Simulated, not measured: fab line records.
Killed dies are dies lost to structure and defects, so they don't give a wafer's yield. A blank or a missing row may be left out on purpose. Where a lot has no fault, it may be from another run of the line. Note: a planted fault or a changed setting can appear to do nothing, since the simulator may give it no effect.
fab line records	flow n5-finfet
[record] lots = 12	wafers = 34	last-day = 17
route steps=1938 shown BEOL_M5@1171 PASSIVATION@1936
lots with no fault: from the same line, run without faults
start-h: hours from the record's opening day to when the first of the lot's shown wafers began	wait-h: time in hours since the lot's previous step	" repeats the value in the row above	L1.1+2: a single row standing in for several wafers	- no value present, or no start provided	* or withheld: withheld	< > ~ a bound
route shown NAME@n: NAME is a module with steps in the file, n the number in the route of the first one	usual: the fault-free wafers' mean and standard deviation	same: alike in all rows	chamber/n: place in a boat	sites: readings site by site	_std_site: their standard deviation	_edge_site: inner sites' mean taken away from outer sites' mean	radius-mm: for every site, how far away it sits from the centre of the wafer	mask NAME#n: copy n	behind: the last tool/chamber to shape the wafer	hold: reason for holding the lot/hours on hold/outcome of the hold	device: names the non-switching transistor (n, p or np)	end of line: at the end of the route, the tests of the same wafers	a step without rows: its recipe alone	killed: at the first sort, the dies lost to defects and structure; wafer yield is something else	map: a wafer's dies, marking killed ones x, the rest . and places with no die _
set.NAME: the setting the step ran with; set.NAME@STEP: the setting that earlier step ran with	model.NAME: the simulator's own value behind a step, which no gauge read
steps of the route over a sample of lots; a table a step, a row a wafer
services: a tool's chamber out of use, with start hour (start-h, from the record's first day; less than 0 if before it), hours out, and reason
[[steps]]
[step N5_BEOL_M5_PRE_CLEAN_45]
[recipe] gas = H2/He	time-s = 30	temp-c = 250
[usual] heater-power-w = 318/23
lot.wafer	tool	chamber	start-h	wait-h	heater-power-w
L627.3	pvd-sputter-03	-	170.54	0.0	375
L627.5	"	-	"	"	328
L627.6	"	-	"	"	341
L628.3	pvd-sputter-02	-	170.99	0.0	311
L628.4	"	-	"	"	288
L628.6	"	-	"	"	284
L629.3	pvd-sputter-02	-	185.11	0.0	289
L629.4	"	-	"	"	332
L629.6	"	-	"	"	295
L630.2	pvd-sputter-01	-	188.19	0.0	330
L630.5	"	-	"	"	325
L635.1	pvd-sputter-02	-	213.35	0.0	280
L635.2	"	-	"	"	287
L635.3	"	-	"	"	318
L636.3	pvd-sputter-01	-	227.50	0.0	327
L636.4	"	-	"	"	328
L639.2	pvd-sputter-01	-	239.55	0.0	325
L639.3	"	-	"	"	302
L639.5	"	-	"	"	325
L645.1	pvd-sputter-03	-	283.27	0.0	357
L645.3	"	-	"	"	346
L645.4	"	-	"	"	298
L646.2	pvd-sputter-03	-	288.69	0.0	360
L646.4	"	-	"	"	347
L646.5	"	-	"	"	295
L647.1	pvd-sputter-01	-	292.61	0.0	318
L647.2	"	-	"	"	309
L647.3	"	-	"	"	328
L649.2	pvd-sputter-01	-	306.72	0.0	324
L649.4	"	-	"	"	303
L649.5	"	-	"	"	330
L650.1	pvd-sputter-03	-	307.90	0.0	345
L650.3	"	-	"	"	370
L650.5	"	-	"	"	319
[step N5_BEOL_M5_ALD_86]
[recipe] material = TaN	target-thk-a = *	temp-c = 275	ald-precursor-family = PDMAT	ald-co-reactant = NH3	pressure-torr = 3	carrier-flow-sccm = 1500	pulse-time-s = 2	purge-time-s = 3	co-reactant-purge-time-s = 2	co-reactant-pulse-time-s = 3	ald-cycles = 30	precursor-vessel-temp-c = 75	precursor-vessel-pressure-torr = 26.25	precursor-vessel-carrier-sccm = 1000
[usual] ald-cycles = 30/0	heater-power-outer-w = 228/29	heater-power-w = 419/42
[same] co-reactant-pulse-time-s = 3
lot.wafer	tool	chamber	start-h	wait-h	ald-cycles	heater-power-outer-w	heater-power-w
L627.3	ald-metal-02	1	170.60	0.0	30	221	438
L627.5	"	0	"	"	30	297	550
L627.6	"	3	"	"	30	209	379
L628.3	ald-metal-03	1	171.08	0.1	30	204	366
L628.4	"	0	"	"	30	195	378
L628.6	"	2	"	"	30	256	423
L629.3	ald-metal-01	2	185.17	0.0	30	217	397
L629.4	"	1	"	"	30	249	440
L629.6	"	0	"	"	30	243	466
L630.2	ald-metal-03	3	188.25	0.0	30	221	425
L630.5	"	3	"	"	30	221	420
L635.1	ald-metal-03	0	213.45	0.1	30	188	385
L635.2	"	2	"	"	30	261	429
L635.3	"	3	"	"	30	221	411
L636.3	ald-metal-03	1	227.79	0.3	30	216	387
L636.4	"	3	"	"	30	217	423
L639.2	ald-metal-01	2	239.65	0.1	30	223	401
L639.3	"	0	"	"	30	244	456
L639.5	"	2	"	"	30	226	399
L645.1	ald-metal-01	2	283.34	0.1	30	226	396
L645.3	"	1	"	"	27	245	449
L645.4	"	3	"	"	27	235	440
L646.2	ald-metal-03	2	288.76	0.1	30	259	426
L646.4	"	1	"	"	30	212	383
L646.5	"	2	"	"	30	253	431
L647.1	ald-metal-02	3	292.67	0.0	30	205	379
L647.2	"	0	"	"	30	304	559
L647.3	"	2	"	"	30	212	412
L649.2	ald-metal-03	2	306.78	0.0	30	259	432
L649.4	"	0	"	"	30	190	379
L649.5	"	2	"	"	30	252	421
L650.1	ald-metal-03	3	308.01	0.1	30	218	408
L650.3	"	1	"	"	30	207	377
L650.5	"	0	"	"	30	185	384
[step N5_BEOL_M5_SURFACE_TREAT_87]
[recipe] gas = Ar	time-s = *	ion-energy-ev = *	ion-current-ma-cm2 = 0.5	pressure-mtorr = *	ar-flow-sccm = 30
[usual] pressure-mtorr = *	throttle-valve-pct = *
lot.wafer	tool	chamber	start-h	wait-h	pressure-mtorr	throttle-valve-pct
L627.3	pvd-sputter-02	-	170.86	0.2	*	*
L627.5	"	-	"	"	*	*
L627.6	"	-	"	"	*	*
L628.3	pvd-sputter-02	-	171.35	0.2	*	*
L628.4	"	-	"	"	*	*
L628.6	"	-	"	"	*	*
L629.3	pvd-sputter-01	-	185.45	0.2	*	*
L629.4	"	-	"	"	*	*
L629.6	"	-	"	"	*	*
L630.2	pvd-sputter-01	-	188.47	0.1	*	*
L630.5	"	-	"	"	*	*
L635.1	pvd-sputter-02	-	213.75	0.2	*	*
L635.2	"	-	"	"	*	*
L635.3	"	-	"	"	*	*
L636.3	pvd-sputter-03	-	228.41	0.5	*	*
L636.4	"	-	"	"	*	*
L639.2	pvd-sputter-01	-	239.88	0.1	*	*
L639.3	"	-	"	"	*	*
L639.5	"	-	"	"	*	*
L645.1	pvd-sputter-02	-	284.52	1.1	*	*
L645.3	"	-	"	"	*	*
L645.4	"	-	"	"	*	*
L646.2	pvd-sputter-03	-	289.05	0.2	*	*
L646.4	"	-	"	"	*	*
L646.5	"	-	"	"	*	*
L647.1	pvd-sputter-02	-	292.92	0.2	*	*
L647.2	"	-	"	"	*	*
L647.3	"	-	"	"	*	*
L649.2	pvd-sputter-02	-	307.06	0.2	*	*
L649.4	"	-	"	"	*	*
L649.5	"	-	"	"	*	*
L650.1	pvd-sputter-01	-	308.23	0.1	*	*
L650.3	"	-	"	"	*	*
L650.5	"	-	"	"	*	*
[step N5_BEOL_M5_ANNEAL_84]
[recipe] temp-c = 400	time-s = 1800	ambient = vacuum
[usual] heater-power-w = 792/62
lot.wafer	tool	chamber	start-h	wait-h	heater-power-w
L627.3	pvd-sputter-03	-	173.33	0.0	920
L627.5	"	-	"	"	735
L627.6	"	-	"	"	805
L628.3	pvd-sputter-02	-	174.22	0.0	722
L628.4	"	-	"	"	728
L628.6	"	-	"	"	736
L629.3	pvd-sputter-03	-	187.92	0.0	835
L629.4	"	-	"	"	934
L629.6	"	-	"	"	859
L630.2	pvd-sputter-01	-	191.17	0.0	746
L630.5	"	-	"	"	831
L635.1	pvd-sputter-02	-	216.41	0.0	777
L635.2	"	-	"	"	718
L635.3	"	-	"	"	795
L636.3	pvd-sputter-03	-	230.96	0.0	860
L636.4	"	-	"	"	829
L639.2	pvd-sputter-01	-	242.41	0.0	829
L639.3	"	-	"	"	751
L639.5	"	-	"	"	835
L645.1	pvd-sputter-02	-	287.04	0.0	706
L645.3	"	-	"	"	803
L645.4	"	-	"	"	821
L646.2	pvd-sputter-03	-	291.64	0.0	711
L646.4	"	-	"	"	812
L646.5	"	-	"	"	728
L647.1	pvd-sputter-01	-	295.42	0.0	833
L647.2	"	-	"	"	767
L647.3	"	-	"	"	825
L649.2	pvd-sputter-02	-	309.55	0.0	795
L649.4	"	-	"	"	709
L649.5	"	-	"	"	741
L650.1	pvd-sputter-03	-	312.58	0.0	812
L650.3	"	-	"	"	862
L650.5	"	-	"	"	715
[step N5_PASSIVATION_PROBE_49]
[usual] defect-limited-yield = 90.9/1.5	killed_at_M0_to_M3 = 36/9.9	killed_at_M4_up = 13/4.5	killed-at-contacts = 13/6.4	killed-at-front-end = 42/12	killed-at-other = 3.4/3	killed-dies = 107/18	killed-on-rim = 14/4.3	killed-open = 69/13	killed-short = 35/8.2	sort_bin_4_leakage = 0/0	sort_bin_5_function = 5.3/1.1	sort_bin_6_memory = 3.4/0.69	sort-n-pass = 1073/18	sort-yield-pct = 90.9/1.5
[same] gross-dies = 1180	killed-at-back-side = 0	sort_bin_8_speed[%] = 0
lot.wafer	tool	chamber	start-h	wait-h	defect-limited-yield[%]	killed_at_M0_to_M3	killed_at_M4_up	killed-at-contacts	killed-at-front-end	killed-at-other	killed-dies	killed-on-rim	killed-open	killed-short	sort_bin_4_leakage[%]	sort_bin_5_function[%]	sort_bin_6_memory[%]	sort-n-pass	sort-yield-pct[%]
L627.3	prober-02	-	258.70	0.1	90.3	37	14	16	47	1	115	10	77	33	0	5.2	4.2	1065	90.3
L627.5	prober-02	-	258.80	0.2	89.4	43	9	20	49	4	125	19	87	38	0	6.6	3.7	1055	89.4
L627.6	prober-02	-	258.85	0.3	88.2	60	14	11	51	3	139	16	88	48	0	6.8	4.2	1041	88.2
L628.3	prober-01	-	258.70	0.1	92.0	44	7	9	31	3	94	9	58	34	0	4.6	3.1	1086	92.0
L628.4	prober-01	-	258.75	0.2	89.8	48	9	24	37	2	120	15	79	39	0	5.8	3.9	1060	89.8
L628.6	prober-01	-	258.85	0.3	91.2	38	19	12	33	2	104	8	67	37	0	4.8	3.5	1076	91.2
L629.3	prober-01	-	275.61	0.1	89.8	50	13	6	46	5	120	12	67	52	0	6.4	3.4	1060	89.8
L629.4	prober-01	-	275.66	0.2	90.4	34	12	15	41	11	113	9	63	50	0	5.9	3.3	1067	90.4
L629.6	prober-01	-	275.76	0.3	89.2	46	13	12	53	3	127	7	66	53	0	4.6	5.1	1053	89.2
L630.2	prober-01	-	284.88	0.1	91.6	32	9	17	38	3	99	19	70	27	0	5.4	2.6	1081	91.6
L630.5	prober-01	-	285.03	0.2	90.9	32	13	27	33	2	107	17	68	37	0	4.8	3.9	1073	90.9
L635.1	prober-01	-	306.36	0.0	92.5	41	7	7	25	8	88	13	51	37	0	5.2	1.7	1092	92.5
L635.2	prober-01	-	306.41	0.1	93.0	40	11	6	19	7	83	7	51	32	0	4.5	2.2	1097	93.0
L635.3	prober-01	-	306.46	0.1	88.8	51	13	15	51	2	132	20	82	50	0	6.9	3.6	1048	88.8
L636.3	prober-01	-	317.85	0.1	92.0	30	8	9	40	7	94	9	69	25	0	4.7	3.0	1086	92.0
L636.4	prober-01	-	317.90	0.2	89.7	28	11	7	69	7	122	12	74	48	0	5.8	4.2	1058	89.7
L639.2	prober-01	-	331.63	0.1	90.2	42	26	8	38	2	116	14	82	33	0	5.7	3.6	1064	90.2
L639.3	prober-01	-	331.68	0.1	92.1	26	24	9	33	1	93	10	67	25	0	5.1	2.6	1087	92.1
L639.5	prober-01	-	331.78	0.2	90.1	38	16	11	51	1	117	16	66	41	0	5.8	3.1	1063	90.1
L645.1	prober-01	-	376.51	1.1	92.1	45	13	9	25	1	93	12	70	23	0	4.5	3.2	1087	92.1
L645.3	prober-01	-	376.61	1.2	89.2	48	8	17	53	2	128	13	67	58	0	6.3	4.1	1052	89.2
L645.4	prober-01	-	376.66	1.2	90.7	36	13	6	53	2	110	16	67	37	0.08	6.1	3.1	1070	90.7
L646.2	prober-01	-	376.86	0.8	91.1	31	10	15	46	3	105	12	73	28	0	4.8	3.8	1075	91.1
L646.4	prober-01	-	376.96	0.9	90.8	31	14	6	53	4	108	14	66	41	0	4.9	3.6	1072	90.8
L646.5	prober-01	-	377.01	1.0	87.7	40	14	18	72	1	145	20	102	41	0	7.8	4.0	1035	87.7
L647.1	prober-02	-	386.71	0.0	91.2	35	10	17	24	18	104	15	60	42	0	5.5	2.8	1076	91.2
L647.2	prober-02	-	386.76	0.1	92.5	27	10	17	23	11	88	10	55	32	0	4.5	2.5	1092	92.5
L647.3	prober-02	-	386.81	0.1	92.0	31	18	3	28	14	94	15	67	25	0	4.2	3.3	1086	92.0
L649.2	prober-02	-	394.99	0.1	91.9	29	9	22	35	1	96	8	62	31	0	4.6	3.2	1084	91.9
L649.4	prober-02	-	395.09	0.2	89.5	48	9	16	45	6	124	15	84	39	0	6.2	4.1	1056	89.5
L649.5	prober-02	-	395.14	0.2	91.4	36	6	26	31	3	102	13	68	31	0	5.3	3.1	1078	91.4
L650.1	prober-02	-	407.23	0.0	89.2	38	12	23	47	7	127	10	84	40	0	6.9	3.7	1053	89.2
L650.3	prober-02	-	407.33	0.1	89.5	44	11	19	47	3	124	15	88	31	0	5.9	4.3	1056	89.5
L650.5	prober-02	-	407.43	0.2	91.3	36	19	13	34	1	103	15	71	28	0	4.8	3.8	1077	91.3
// killed by level:class
L627.3 MOL_CONTACT_COAG:geometric-particle:open=14 FIN_SAQP:geometric-particle:open=13 STI_FIN_REVEAL:geometric-particle:open=10 BEOL_M2:geometric-particle:open=9 FIN_SAQP:geometric-particle:short=7 BEOL_M3:geometric-particle:open=7 STI_FIN_REVEAL:geometric-particle:short=5 BEOL_M0_SAQP:geometric-particle:open=5
L628.3 BEOL_M0_SAQP:geometric-particle:short=12 BEOL_M0_SAQP:geometric-particle:open=11 MOL_CONTACT_COAG:geometric-particle:open=9 FIN_SAQP:geometric-particle:short=8 FIN_SAQP:geometric-particle:open=8 BEOL_M1:geometric-particle:open=7 BEOL_M2:geometric-particle:open=5 STI_FIN_REVEAL:geometric-particle:open=4
L628.4 MOL_CONTACT_COAG:geometric-particle:open=19 BEOL_M0_SAQP:geometric-particle:short=16 BEOL_M0_SAQP:geometric-particle:open=14 STI_FIN_REVEAL:geometric-particle:open=9 FIN_SAQP:geometric-particle:open=7 BEOL_M2:geometric-particle:open=7 STARTING-WAFER:geometric-particle:short=6 FIN_SAQP:geometric-particle:short=5
L627.5 STI_FIN_REVEAL:geometric-particle:open=16 MOL_CONTACT_COAG:geometric-particle:open=16 BEOL_M2:geometric-particle:open=13 FIN_SAQP:geometric-particle:short=8 FIN_SAQP:geometric-particle:open=8 BEOL_M1:geometric-particle:open=7 BEOL_M0_SAQP:geometric-particle:open=6 BEOL_M0_SAQP:geometric-particle:short=6
L627.6 FIN_SAQP:geometric-particle:open=18 BEOL_M0_SAQP:geometric-particle:open=13 FIN_SAQP:geometric-particle:short=10 BEOL_M2:geometric-particle:open=10 BEOL_M0_SAQP:geometric-particle:short=8 MOL_CONTACT_COAG:geometric-particle:open=8 BEOL_M3:geometric-particle:open=7 BEOL_M0:geometric-particle:short=6
L628.6 BEOL_M0_SAQP:geometric-particle:short=15 MOL_CONTACT_COAG:geometric-particle:open=10 BEOL_M0_SAQP:geometric-particle:open=9 FIN_SAQP:geometric-particle:short=8 FIN_SAQP:geometric-particle:open=7 STI_FIN_REVEAL:geometric-particle:open=6 BEOL_M1:geometric-particle:open=6 BEOL_M4:geometric-particle:open=4
L629.3 BEOL_M0_SAQP:geometric-particle:short=17 FIN_SAQP:geometric-particle:short=12 BEOL_M0_SAQP:geometric-particle:open=12 BEOL_M2:geometric-particle:open=9 FIN_SAQP:geometric-particle:open=8 DUMMY_GATE:geometric-particle:open=5 MOL_CONTACT_COAG:geometric-particle:open=5 ILD0:geometric-particle:short=4
L629.4 MOL_CONTACT_COAG:geometric-particle:open=12 BEOL_M0_SAQP:geometric-particle:open=9 BEOL_M0_SAQP:geometric-particle:short=8 FIN_SAQP:geometric-particle:short=7 FIN_SAQP:geometric-particle:open=6 BEOL_M4:geometric-particle:open=6 STI_FIN_REVEAL:geometric-particle:open=5 GATE_CUT:geometric-particle:short=5
L629.6 BEOL_M0_SAQP:geometric-particle:open=14 BEOL_M0_SAQP:geometric-particle:short=12 FIN_SAQP:geometric-particle:short=10 MOL_CONTACT_COAG:geometric-particle:open=10 FIN_SAQP:geometric-particle:open=9 HKMG_FIN:area-etch=8 GATE_CUT:geometric-particle:short=6 BEOL_M4:geometric-particle:short=5
L630.2 MOL_CONTACT_COAG:geometric-particle:open=15 STI_FIN_REVEAL:geometric-particle:open=10 BEOL_M1:geometric-particle:short=9 BEOL_M2:geometric-particle:open=9 DUMMY_GATE:geometric-particle:open=6 FIN_SAQP:geometric-particle:open=5 BEOL_M0_SAQP:geometric-particle:open=5 BEOL_M3:geometric-particle:open=5
L630.5 MOL_CONTACT_COAG:geometric-particle:open=20 BEOL_M2:geometric-particle:open=8 DUMMY_GATE:geometric-particle:open=8 MOL_CONTACT_COAG:geometric-particle:short=6 BEOL_M4:geometric-particle:open=6 GATE_CUT:geometric-particle:short=5 ILD0:geometric-particle:short=4 BEOL_M0_SAQP:geometric-particle:short=4
L635.1 BEOL_M0_SAQP:geometric-particle:open=19 BEOL_M0_SAQP:geometric-particle:short=9 MOL_CONTACT_COAG:geometric-particle:open=6 FIN_SAQP:geometric-particle:open=4 FIN_SAQP:geometric-particle:short=4 BEOL_M0:geometric-particle:short=4 ILD0:geometric-particle:short=4 GATE_CUT:geometric-particle:short=3
L635.2 BEOL_M0_SAQP:geometric-particle:open=11 BEOL_M2:geometric-particle:open=11 BEOL_M0_SAQP:geometric-particle:short=9 BEOL_M4:geometric-particle:open=6 GATE_CUT:geometric-particle:short=5 BEOL_M0:geometric-particle:short=5 DUMMY_GATE:geometric-particle:open=4 MOL_CONTACT_COAG:geometric-particle:open=4
L635.3 STI_FIN_REVEAL:geometric-particle:open=16 BEOL_M0_SAQP:geometric-particle:open=16 BEOL_M0_SAQP:geometric-particle:short=14 MOL_CONTACT_COAG:geometric-particle:open=11 STI_FIN_REVEAL:geometric-particle:short=9 BEOL_M2:geometric-particle:open=7 BEOL_M2:geometric-particle:short=5 BEOL_M4:geometric-particle:open=5
L636.3 FIN_SAQP:geometric-particle:short=12 BEOL_M2:geometric-particle:open=11 BEOL_M3:geometric-particle:open=10 MOL_CONTACT_COAG:geometric-particle:open=7 FIN_SAQP:geometric-particle:open=6 STI_FIN_REVEAL:geometric-particle:open=6 ILD0:geometric-particle:open=5 BEOL_M0_SAQP:geometric-particle:open=4
L636.4 FIN_SAQP:geometric-particle:short=20 FIN_SAQP:geometric-particle:open=13 STI_FIN_REVEAL:geometric-particle:open=11 BEOL_M1:geometric-particle:open=7 GATE_CUT:geometric-particle:short=6 STARTING-WAFER:geometric-particle:short=5 BEOL_M0_SAQP:geometric-particle:open=5 MOL_CONTACT_COAG:geometric-particle:open=5
L639.2 BEOL_M4:geometric-particle:open=17 BEOL_M1:geometric-particle:open=9 BEOL_M3:geometric-particle:open=9 FIN_SAQP:geometric-particle:open=8 MOL_CONTACT_COAG:geometric-particle:open=7 FIN_SAQP:geometric-particle:short=5 BEOL_M0:geometric-particle:open=5 BEOL_M2:geometric-particle:open=5
L639.3 BEOL_M4:geometric-particle:open=15 FIN_SAQP:geometric-particle:open=10 BEOL_M1:geometric-particle:open=8 DUMMY_GATE:geometric-particle:open=7 MOL_CONTACT_COAG:geometric-particle:open=7 BEOL_M3:geometric-particle:open=7 FIN_SAQP:geometric-particle:short=5 BEOL_M0_SAQP:geometric-particle:open=5
L639.5 MOL_CONTACT_COAG:geometric-particle:open=10 FIN_SAQP:geometric-particle:open=9 BEOL_M2:geometric-particle:open=9 HKMG_FIN:area-etch=8 FIN_SAQP:geometric-particle:short=7 ILD0:geometric-particle:short=7 GATE_CUT:geometric-particle:short=7 BEOL_M3:geometric-particle:open=7
L645.1 BEOL_M0_SAQP:geometric-particle:open=11 BEOL_M1:geometric-particle:open=9 MOL_CONTACT_COAG:geometric-particle:open=8 BEOL_M3:geometric-particle:open=7 BEOL_M4:geometric-particle:open=7 GATE_CUT:geometric-particle:open=6 BEOL_M2:geometric-particle:open=6 GATE_CUT:geometric-particle:short=5
L645.3 FIN_SAQP:geometric-particle:short=18 BEOL_M1:geometric-particle:open=14 MOL_CONTACT_COAG:geometric-particle:short=11 BEOL_M0_SAQP:geometric-particle:open=10 GATE_CUT:geometric-particle:short=7 MOL_CONTACT_COAG:geometric-particle:open=6 BEOL_M3:geometric-particle:open=6 FIN_SAQP:geometric-particle:open=5
L645.4 STI_FIN_REVEAL:geometric-particle:open=12 FIN_SAQP:geometric-particle:open=9 BEOL_M2:geometric-particle:open=9 BEOL_M1:geometric-particle:open=7 FIN_SAQP:geometric-particle:short=6 STI_FIN_REVEAL:geometric-particle:short=5 MOL_CONTACT_COAG:geometric-particle:open=5 ILD0:geometric-particle:short=4
L646.2 BEOL_M1:geometric-particle:open=15 FIN_SAQP:geometric-particle:open=14 MOL_CONTACT_COAG:geometric-particle:open=11 FIN_SAQP:geometric-particle:short=8 STI_FIN_REVEAL:geometric-particle:open=8 GATE_CUT:geometric-particle:short=6 BEOL_M2:geometric-particle:open=6 BEOL_M4:geometric-particle:open=6
L646.4 FIN_SAQP:geometric-particle:short=13 FIN_SAQP:geometric-particle:open=9 STI_FIN_REVEAL:geometric-particle:open=9 BEOL_M4:geometric-particle:open=9 BEOL_M1:geometric-particle:open=7 GATE_CUT:geometric-particle:short=6 MOL_CONTACT_COAG:geometric-particle:open=6 DUMMY_GATE:geometric-particle:open=5
L646.5 STI_FIN_REVEAL:geometric-particle:open=24 FIN_SAQP:geometric-particle:short=14 FIN_SAQP:geometric-particle:open=13 MOL_CONTACT_COAG:geometric-particle:open=13 BEOL_M3:geometric-particle:open=10 BEOL_M1:geometric-particle:open=9 GATE_CUT:geometric-particle:open=7 BEOL_M4:geometric-particle:open=6
L647.1 MOL_CONTACT_COAG:geometric-particle:open=14 BEOL_M0_SAQP:geometric-particle:open=13 BEOL_M0_SAQP:geometric-particle:short=13 PAD_METAL:geometric-particle:short=6 MIM_TOP:geometric-particle:short=5 PAD_METAL:geometric-particle:open=4 FIN_SAQP:geometric-particle:open=3 FIN_SAQP:geometric-particle:short=3
L647.2 MOL_CONTACT_COAG:geometric-particle:open=16 BEOL_M0_SAQP:geometric-particle:open=7 BEOL_M2:geometric-particle:open=7 FIN_SAQP:geometric-particle:short=5 BEOL_M0_SAQP:geometric-particle:short=5 STI_FIN_REVEAL:geometric-particle:open=4 PAD_METAL:geometric-particle:open=4 PAD_METAL:geometric-particle:short=4
L647.3 FIN_SAQP:geometric-particle:open=11 BEOL_M0_SAQP:geometric-particle:open=7 BEOL_M2:geometric-particle:open=7 BEOL_M1:geometric-particle:open=6 BEOL_M0_SAQP:geometric-particle:short=4 BEOL_M4:geometric-particle:open=4 PAD_METAL:geometric-particle:open=4 PAD_METAL:geometric-particle:short=4
L649.2 MOL_CONTACT_COAG:geometric-particle:open=15 FIN_SAQP:geometric-particle:open=9 FIN_SAQP:geometric-particle:short=9 BEOL_M1:geometric-particle:open=9 DUMMY_GATE:geometric-particle:open=8 MOL_CONTACT_COAG:geometric-particle:short=7 BEOL_M3:geometric-particle:open=5 BEOL_M0_SAQP:geometric-particle:short=4
L649.4 BEOL_M3:geometric-particle:open=20 FIN_SAQP:geometric-particle:open=16 MOL_CONTACT_COAG:geometric-particle:open=13 FIN_SAQP:geometric-particle:short=10 BEOL_M0_SAQP:geometric-particle:open=7 BEOL_M0_SAQP:geometric-particle:short=6 BEOL_M2:geometric-particle:open=5 ILD0:geometric-particle:short=4
L649.5 MOL_CONTACT_COAG:geometric-particle:open=23 BEOL_M0_SAQP:geometric-particle:open=11 BEOL_M2:geometric-particle:open=7 GATE_CUT:geometric-particle:short=6 FIN_SAQP:geometric-particle:short=4 FIN_SAQP:geometric-particle:open=4 STARTING-WAFER:geometric-particle:open=4 STARTING-WAFER:geometric-particle:short=4
L650.1 MOL_CONTACT_COAG:geometric-particle:open=18 FIN_SAQP:geometric-particle:open=14 BEOL_M3:geometric-particle:open=13 FIN_SAQP:geometric-particle:short=12 STI_FIN_REVEAL:geometric-particle:open=6 BEOL_M0_SAQP:geometric-particle:short=6 BEOL_M1:geometric-particle:open=6 DUMMY_GATE:geometric-particle:open=5
L650.3 MOL_CONTACT_COAG:geometric-particle:open=16 STI_FIN_REVEAL:geometric-particle:open=12 BEOL_M0_SAQP:geometric-particle:open=9 BEOL_M0:geometric-particle:open=9 BEOL_M3:geometric-particle:open=8 FIN_SAQP:geometric-particle:open=7 FIN_SAQP:geometric-particle:short=7 DUMMY_GATE:geometric-particle:open=6
L650.5 BEOL_M1:geometric-particle:open=12 STI_FIN_REVEAL:geometric-particle:open=10 MOL_CONTACT_COAG:geometric-particle:open=10 BEOL_M4:geometric-particle:open=8 BEOL_M0_SAQP:geometric-particle:open=6 BEOL_M3:geometric-particle:open=5 BEOL_M2:geometric-particle:open=5 STI_FIN_REVEAL:geometric-particle:short=4
[[services]]
tool	chamber	start-h	hours	kind
ald-metal-02	3	177.12	19.9	repair
ald-metal-03	0	231.60	2.0	repair
ald-metal-01	0	267.58	10.6	repair
[[key]]
[first-sign] step = N5_BEOL_M5_ALD_86	reading = ald-cycles	direction = down	sigmas = 99+	usual = *	struck = *
effect none on later readings
met-at N5_BEOL_M5_ALD_86
struck-lots L645
struck-wafers L645.3,L645.4
not-acting-at N5_BEOL_M5_PRE_CLEAN_45,N5_BEOL_M5_SURFACE_TREAT_87,N5_BEOL_M5_ANNEAL_84
onset-between 239.65 283.34
[fault] kind = process-parameter-drift	tool = ald-metal-01	chamber = -	onset-h = 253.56	steps = N5_BEOL_M5_ALD_86	channel = ald-cycles	offset = *	shape = step	end-h = 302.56	scope = struck-wafers-only	acts-in = *	stated = *
